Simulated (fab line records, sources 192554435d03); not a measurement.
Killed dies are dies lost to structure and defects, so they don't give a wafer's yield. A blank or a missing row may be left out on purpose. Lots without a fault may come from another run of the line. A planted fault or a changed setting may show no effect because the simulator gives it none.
fab line records | flow n5_finfet
record lots=12 wafers=36 last_day=17
route steps=1938 shown HKMG_FIN@419 PASSIVATION@1936
lots that met no fault: from a run of the same line without faults
start_h: hours from the record's first day to the start of the lot's first wafer shown | wait_h: hours since the lot's step before | " the same as in the row above | L1.1+2: a row that stands for several wafers | - no value, or no start given | * or withheld: withheld | < > ~ a bound
route shown NAME@n: a module of which the file shows steps, and the number in the route of the first | usual: mean/standard deviation of fault-free wafers | same: alike in all rows | chamber/n: place in a boat | sites: the reading at each site | _std_site: their standard deviation | _edge_site: outer sites' mean less inner sites' | radius_mm: how far each site lies from the wafer's centre | mask NAME#n: copy n | behind: the tool/chamber that last shaped the wafer | hold: why the lot was held/for how many hours/how that ended | device: the transistor (n, p or np) that didn't switch | end of line: the same wafers' tests at the end of the route | a step without rows: its recipe alone | killed: dies lost to structure and defects at the first sort, not the wafer's yield | map: a wafer's dies, x killed, . not, _ none there
set.NAME: the setting as run; set.NAME@STEP: as run at that earlier step | model.NAME: the simulator's own value behind a step, which no gauge read
steps of the route over a sample of lots; a table a step, a row a wafer
services: from which hour (start_h, from the record's first day; less than 0 if before it) a tool's chamber was out of use, for how many hours, and why
## steps
# step N5_HKMG_FIN_ALD_36
# recipe material=TiN target_thk_a=10 temp_c=400 ald_precursor_family=TiCl4 ald_co_reactant=NH3 pulse_time_s=1 purge_time_s=3 co_reactant_purge_time_s=2 co_reactant_pulse_time_s=2 ald_cycles=47 pressure_torr=3
# usual ald_cycles=47/0 heater_power_w=868/80 precursor_pulse_height_rel=0.997/0.02
# same co_reactant_purge_time_s=2 pulse_time_s=1
# columns lot.wafer tool chamber start_h wait_h ald_cycles heater_power_w precursor_pulse_height_rel
L203.2 ald_metal-04 3 72.64 0.0 47 790 1.009
L203.3 " 1 " " 47 905 1.024
L203.5 " 3 " " 47 824 0.994
L206.1 ald_metal-04 1 91.50 0.0 47 917 1.009
L206.2 " 3 " " 47 813 0.970
L206.3 " 2 " " 47 825 1.003
L210.1 ald_metal-01 2 115.58 0.0 47 883 1.014
L210.3 " 3 " " 47 805 1.000
L210.6 " 2 " " 47 882 0.984
L214.1 ald_metal-03 0 139.33 0.0 47 877 0.969
L214.2 " 3 " " 47 961 1.026
L214.3 " 2 " " 47 668 0.985
L215.3 ald_metal-04 2 149.15 0.0 47 834 0.958
L215.5 " 2 " " 47 806 1.012
L215.6 " 0 " " 47 1015 1.019
L216.3 ald_metal-01 3 154.53 0.0 47 776 0.974
L216.4 " 1 " " 47 868 0.970
L216.5 " 3 " " 47 771 0.995
L219.3 ald_metal-03 0 167.89 0.0 47 854 1.020
L219.4 " 3 " " 47 965 0.990
L219.5 " 1 " " 47 842 0.962
L220.2 ald_metal-01 2 174.79 0.0 47 923 1.002
L220.3 " 1 " " 47 879 0.994
L220.6 " 1 " " 47 896 1.008
L222.1 ald_metal-01 0 188.11 0.0 47 965 1.022
L222.2 " 3 " " 47 786 0.978
L222.5 " 1 " " 47 883 1.026
L223.1 ald_metal-04 1 191.60 0.0 47 903 0.974
L223.2 " 0 " " 47 988 0.951
L223.4 " 3 " " 47 822 0.996
L225.2 ald_metal-04 3 205.56 0.0 47 810 1.007
L225.5 " 2 " " 47 811 1.018
L225.6 " 1 " " 47 909 1.030
L226.1 ald_metal-04 0 211.53 0.0 47 991 1.016
L226.4 " 2 " " 47 830 0.997
L226.6 " 2 " " 47 819 0.990
# step N5_HKMG_FIN_THK_MEAS_70
# recipe thk_meas_gauge=xrf reads=HfO2_of_HKMG_FIN_HK_ALD_01
# usual HK_THK=1.587/0.021
# columns lot.wafer tool chamber start_h wait_h HK_THK[nm]
L203.2 film_metro-02 - 72.92 0.2 1.621
L203.3 " - " " 1.589
L203.5 " - " " 1.609
L206.1 film_metro-01 - 91.78 0.2 1.585
L206.2 " - " " 1.600
L206.3 " - " " 1.612
L210.1 film_metro-02 - 115.86 0.2 1.567
L210.3 " - " " 1.596
L210.6 " - " " 1.588
L214.1 film_metro-02 - 139.61 0.2 1.587
L214.2 " - " " 1.592
L214.3 " - " " 1.609
L215.3 film_metro-01 - 149.43 0.2 1.549
L215.5 " - " " 1.572
L215.6 " - " " 1.573
L216.3 film_metro-02 - 154.81 0.2 1.602
L216.4 " - " " 1.621
L216.5 " - " " 1.627
L219.3 film_metro-02 - 168.17 0.2 1.583
L219.4 " - " " 1.606
L219.5 " - " " 1.627
L220.2 film_metro-02 - 175.07 0.2 1.635
L220.3 " - " " 1.582
L220.6 " - " " 1.593
L222.1 film_metro-01 - 188.39 0.2 1.583
L222.2 " - " " 1.579
L222.5 " - " " 1.593
L223.1 film_metro-02 - 191.88 0.2 1.578
L223.2 " - " " 1.589
L223.4 " - " " 1.576
L225.2 film_metro-01 - 205.84 0.2 1.537
L225.5 " - " " 1.583
L225.6 " - " " 1.569
L226.1 film_metro-01 - 211.81 0.2 1.563
L226.4 " - " " 1.571
L226.6 " - " " 1.558
# step N5_HKMG_FIN_ALD_71
# recipe material=TiN target_thk_a=10 temp_c=400 ald_precursor_family=TiCl4 ald_co_reactant=NH3 pulse_time_s=1 purge_time_s=3 co_reactant_purge_time_s=2 co_reactant_pulse_time_s=2 ald_cycles=47 pressure_torr=3
# usual ald_cycles=47/0 heater_power_w=868/83 precursor_pulse_height_rel=1.002/0.022
# same co_reactant_purge_time_s=2 pulse_time_s=1
# columns lot.wafer tool chamber start_h wait_h ald_cycles heater_power_w precursor_pulse_height_rel
L203.2 ald_metal-04 0 76.34 0.0 47 1006 1.025
L203.3 " 3 " " 47 831 0.964
L203.5 " 1 " " 47 894 0.996
L206.1 ald_metal-03 0 94.81 0.0 47 864 1.017
L206.2 " 3 " " 47 948 0.971
L206.3 " 1 " " 47 855 1.027
L210.1 ald_metal-04 2 119.09 0.0 62 816 1.007
L210.3 " 1 " " 47 891 1.020
L210.6 " 2 " " 62 821 0.983
L214.1 ald_metal-04 1 142.72 0.0 62 871 1.017
L214.2 " 0 " " 47 1012 1.018
L214.3 " 3 " " 47 801 1.024
L215.3 ald_metal-01 1 152.66 0.0 47 878 0.978
L215.5 " 2 " " 47 876 1.030
L215.6 " 1 " " 47 896 0.992
L216.3 ald_metal-01 1 157.76 0.0 47 884 1.027
L216.4 " 3 " " 47 790 1.006
L216.5 " 2 " " 47 903 0.974
L219.3 ald_metal-03 3 171.29 0.0 47 969 0.949
L219.4 " 0 " " 47 847 1.003
L219.5 " 0 " " 47 864 1.026
L220.2 ald_metal-01 2 178.08 0.0 47 882 0.991
L220.3 " 3 " " 47 794 0.988
L220.6 " 2 " " 47 892 0.982
L222.1 ald_metal-03 1 191.45 0.0 47 852 1.053
L222.2 " 0 " " 47 882 1.030
L222.5 " 2 " " 47 657 0.986
L223.1 ald_metal-04 1 195.06 0.0 47 929 1.045
L223.2 " 2 " " 47 827 0.993
L223.4 " 0 " " 47 1005 1.000
L225.2 ald_metal-03 0 208.89 0.0 47 886 0.987
L225.5 " 0 " " 47 849 1.017
L225.6 " 1 " " 47 841 1.034
L226.1 ald_metal-04 1 215.12 0.0 47 900 0.993
L226.4 " 2 " " 47 831 0.998
L226.6 " 0 " " 47 1000 1.039
# step N5_HKMG_FIN_CMP_94
# recipe stop_on=SiNx post_cmp_clean=w_dilute_nh4oh t_overpolish_s=4.7 down_force_psi=4 platen_rpm=50.289 pad_velocity_m_s=1.0006 target_thk_nm=43.299
# usual edge_zone_pressure_frac=1.000/0.0054 motor_current_A=12.0/1.3 platen_rpm=50.29/0.034
# columns lot.wafer tool chamber start_h wait_h edge_zone_pressure_frac motor_current_A platen_rpm
L203.2 cmp-04 0 78.48 0.4 1.015 11.2 50.32
L203.3 " 2 " " 1.005 11.6 50.30
L203.5 " 1 " " 1.004 11.7 50.25
L206.1 cmp-04 1 96.91 0.4 1.007 12.4 50.26
L206.2 " 3 " " 1.000 9.4 50.31
L206.3 " 0 " " 0.996 11.1 50.32
L210.3 cmp-04 2 121.22 0.3 1.007 11.4 50.29
L210.1 " 0 " " 0.999 11.6 50.25
L210.6 " 2 " " 1.002 11.9 50.28
L214.3 cmp-03 1 144.84 0.3 1.002 13.5 50.28
L214.1 " 2 " " 0.997 12.5 50.30
L214.2 " 3 " " 1.003 13.3 50.27
L215.3 cmp-04 0 155.07 0.3 1.011 10.9 50.27
L215.6 " 3 " " 1.007 9.3 50.26
L215.5 " 0 " " 1.008 11.3 50.29
L216.3 cmp-03 0 159.86 0.4 0.997 12.1 50.30
L216.4 " 2 " " 0.992 13.7 50.28
L216.5 " 1 " " 0.989 14.5 50.28
L219.4 cmp-04 2 173.39 0.4 0.994 11.8 50.34
L219.3 " 1 " " 0.996 11.2 50.25
L219.5 " 3 " " 1.005 9.2 50.28
L220.2 cmp-01 3 180.18 0.4 1.000 11.3 50.34
L220.3 " 0 " " 0.997 11.2 50.36
L220.6 " 0 " " 1.001 11.1 50.34
L222.1 cmp-04 2 193.63 0.3 0.998 11.6 50.31
L222.2 " 0 " " 0.998 11.4 50.33
L222.5 " 1 " " 1.004 11.3 50.25
L223.1 cmp-03 2 197.19 0.4 1.004 13.9 50.27
L223.2 " 3 " " 1.003 14.2 50.32
L223.4 " 0 " " 0.994 12.3 50.30
L225.2 cmp-01 1 210.99 0.4 0.999 12.2 50.30
L225.5 " 1 " " 1.009 11.6 50.30
L225.6 " 2 " " 1.002 11.8 50.35
L226.4 cmp-04 2 217.21 0.4 1.003 11.2 50.26
L226.1 " 1 " " 1.009 12.0 50.30
L226.6 " 3 " " 0.998 9.7 50.29
# step N5_PASSIVATION_PROBE_49
# usual killed_at_M0_to_M3=34/12 killed_at_M4_up=12/4.9 killed_at_contacts=13/7.2 killed_at_front_end=39/12 killed_at_other=3.7/2.9 killed_dies=101/18 killed_open=67/14 killed_short=33/7.2
# same gross_dies=1180 killed_at_back_side=0
# columns lot.wafer tool chamber start_h wait_h killed_at_M0_to_M3 killed_at_M4_up killed_at_contacts killed_at_front_end killed_at_other killed_dies killed_open killed_short
L214.1 prober-02 - 356.61 0.0 24 20 4 35 0 83 58 24
L214.2 prober-02 - 356.66 0.1 38 14 18 44 4 118 76 39
L214.3 prober-02 - 356.71 0.1 17 19 17 28 4 85 60 25
L215.3 prober-01 - 356.96 0.1 21 10 11 42 14 98 72 26
L215.5 prober-01 - 357.06 0.2 34 7 12 25 3 81 50 30
L215.6 prober-01 - 357.11 0.3 37 7 12 35 9 100 69 31
L219.3 prober-02 - 367.41 0.1 24 11 25 35 4 99 73 26
L219.4 prober-02 - 367.46 0.2 27 10 38 20 1 96 66 30
L219.5 prober-02 - 367.51 0.2 28 6 18 29 3 84 57 26
L223.1 prober-01 - 393.16 0.0 27 9 7 24 1 68 41 26
L223.2 prober-01 - 393.21 0.1 37 15 9 58 1 120 87 33
L223.4 prober-01 - 393.31 0.2 29 10 9 42 5 95 48 46
# killed by level:class
L214.1 BEOL_M1:geometric_particle:open=12 BEOL_M4:geometric_particle:open=11 FIN_SAQP:geometric_particle:open=8 GATE_CUT:geometric_particle:short=6 DUMMY_GATE:geometric_particle:open=5 BEOL_M0_SAQP:geometric_particle:short=5 FIN_SAQP:geometric_particle:short=4 STI_FIN_REVEAL:geometric_particle:open=4
L214.2 MOL_CONTACT_COAG:geometric_particle:open=13 BEOL_M0_SAQP:geometric_particle:short=13 BEOL_M4:geometric_particle:open=10 BEOL_M0_SAQP:geometric_particle:open=10 FIN_SAQP:geometric_particle:open=8 STI_FIN_REVEAL:geometric_particle:open=7 GATE_CUT:geometric_particle:short=6 BEOL_M1:geometric_particle:open=6
L214.3 MOL_CONTACT_COAG:geometric_particle:open=15 BEOL_M4:geometric_particle:open=10 STI_FIN_REVEAL:geometric_particle:open=9 GATE_CUT:geometric_particle:short=6 BEOL_M0_SAQP:geometric_particle:short=5 BEOL_M3:geometric_particle:open=5 GATE_CUT:geometric_particle:open=4 BEOL_M5:geometric_particle:open=4
L215.3 STI_FIN_REVEAL:geometric_particle:open=12 MOL_CONTACT_COAG:geometric_particle:open=10 FIN_SAQP:geometric_particle:open=7 BEOL_M0_SAQP:geometric_particle:open=6 MIM_TOP:geometric_particle:open=6 FIN_SAQP:geometric_particle:short=5 GATE_CUT:geometric_particle:open=5 BEOL_M3:geometric_particle:open=4
L215.5 MOL_CONTACT_COAG:geometric_particle:open=10 BEOL_M0_SAQP:geometric_particle:short=10 GATE_CUT:geometric_particle:open=5 GATE_CUT:geometric_particle:short=5 BEOL_M0_SAQP:geometric_particle:open=5 BEOL_M3:geometric_particle:open=5 STARTING-WAFER:geometric_particle:open=4 STI_FIN_REVEAL:geometric_particle:open=3
L215.6 BEOL_M0_SAQP:geometric_particle:open=13 BEOL_M3:geometric_particle:open=13 FIN_SAQP:geometric_particle:open=12 MOL_CONTACT_COAG:geometric_particle:open=9 BEOL_M0_SAQP:geometric_particle:short=6 FIN_SAQP:geometric_particle:short=5 MIM_TOP:geometric_particle:open=5 GATE_CUT:geometric_particle:short=4
L219.3 MOL_CONTACT_COAG:geometric_particle:open=19 FIN_SAQP:geometric_particle:open=16 BEOL_M3:geometric_particle:open=7 BEOL_M4:geometric_particle:open=7 MOL_CONTACT_COAG:geometric_particle:short=6 BEOL_M0_SAQP:geometric_particle:short=6 FIN_SAQP:geometric_particle:short=5 DUMMY_GATE:geometric_particle:open=5
L219.4 MOL_CONTACT_COAG:geometric_particle:open=33 BEOL_M2:geometric_particle:open=8 MOL_CONTACT_COAG:geometric_particle:short=5 BEOL_M2:geometric_particle:short=4 BEOL_M3:geometric_particle:open=4 STI_FIN_REVEAL:geometric_particle:open=3 BEOL_M0_SAQP:geometric_particle:open=3 BEOL_M3:geometric_particle:short=3
L219.5 MOL_CONTACT_COAG:geometric_particle:open=13 BEOL_M0_SAQP:geometric_particle:short=11 BEOL_M0_SAQP:geometric_particle:open=10 FIN_SAQP:geometric_particle:open=6 STARTING-WAFER:geometric_particle:open=6 STI_FIN_REVEAL:geometric_particle:open=5 MOL_CONTACT_COAG:geometric_particle:short=5 SPACER0:geometric_particle:short=4
L223.1 FIN_SAQP:geometric_particle:open=11 BEOL_M2:geometric_particle:open=8 FIN_SAQP:geometric_particle:short=7 MOL_CONTACT_COAG:geometric_particle:open=5 BEOL_M1:geometric_particle:open=5 BEOL_M0_SAQP:geometric_particle:short=3 BEOL_M0_SAQP:geometric_particle:open=3 BEOL_M1:geometric_particle:short=3
L223.2 FIN_SAQP:geometric_particle:open=18 BEOL_M3:geometric_particle:open=14 BEOL_M2:geometric_particle:open=8 FIN_SAQP:geometric_particle:short=7 BEOL_M4:geometric_particle:open=7 DUMMY_GATE:geometric_particle:open=6 MOL_CONTACT_COAG:geometric_particle:open=6 STARTING-WAFER:geometric_particle:open=6
L223.4 FIN_SAQP:geometric_particle:short=9 BEOL_M0_SAQP:geometric_particle:short=9 STI_FIN_REVEAL:geometric_particle:open=8 BEOL_M1:geometric_particle:open=7 MOL_CONTACT_COAG:geometric_particle:open=6 BEOL_M3:geometric_particle:open=6 ILD0:geometric_particle:short=5 GATE_CUT:geometric_particle:short=5
## services
# columns tool chamber start_h hours kind
cmp-01 - 62.62 4.0 pm
cmp-01 - 66.62 - consumable_replace:conditioner
cmp-01 - 66.62 - consumable_replace:pad
cmp-03 - 67.46 6.0 pm
ald_metal-04 0 71.63 3.2 repair
cmp-03 - 79.05 1.3 repair
cmp-01 - 86.09 5.9 pm
ald_metal-01 - 129.77 2.8 pm
ald_metal-04 1 148.48 2.5 repair
ald_metal-01 0 152.00 28.8 repair
cmp-04 - 167.18 0.8 repair
cmp-03 - 169.80 1.1 repair
cmp-03 - 183.45 1.4 repair
ald_metal-01 - 190.92 8.7 pm
cmp-04 - 194.39 0.8 repair
ald_metal-01 - 202.60 1.7 repair
cmp-03 - 207.09 2.5 repair
ald_metal-01 2 210.73 4.0 repair
## key
first_sign step=N5_HKMG_FIN_ALD_71 reading=ald_cycles direction=up sigmas=99+ usual=* struck=*
effect none on later readings
met_at N5_HKMG_FIN_ALD_71
struck_lots L210,L214
struck_wafers L210.1,L210.6,L214.1
tester_left_out L210,L214
not_acting_at N5_HKMG_FIN_ALD_36,N5_HKMG_FIN_THK_MEAS_70,N5_HKMG_FIN_CMP_94
onset_between 76.34 119.09
fault kind=process_parameter_drift tool=ald_metal-04 chamber=- onset_h=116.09 steps=N5_HKMG_FIN_ALD_71 channel=ald_cycles offset=* shape=step end_h=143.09 scope=struck_wafers_only acts_in=* stated=*
# tester_left_out: of these lots the tester's yield and bins aren't shown, on N5 and GAA mostly nor the transistor test; their killed dies are dies lost to structure and defects alone, not to doping, threshold or leakage, so they don't give the yield
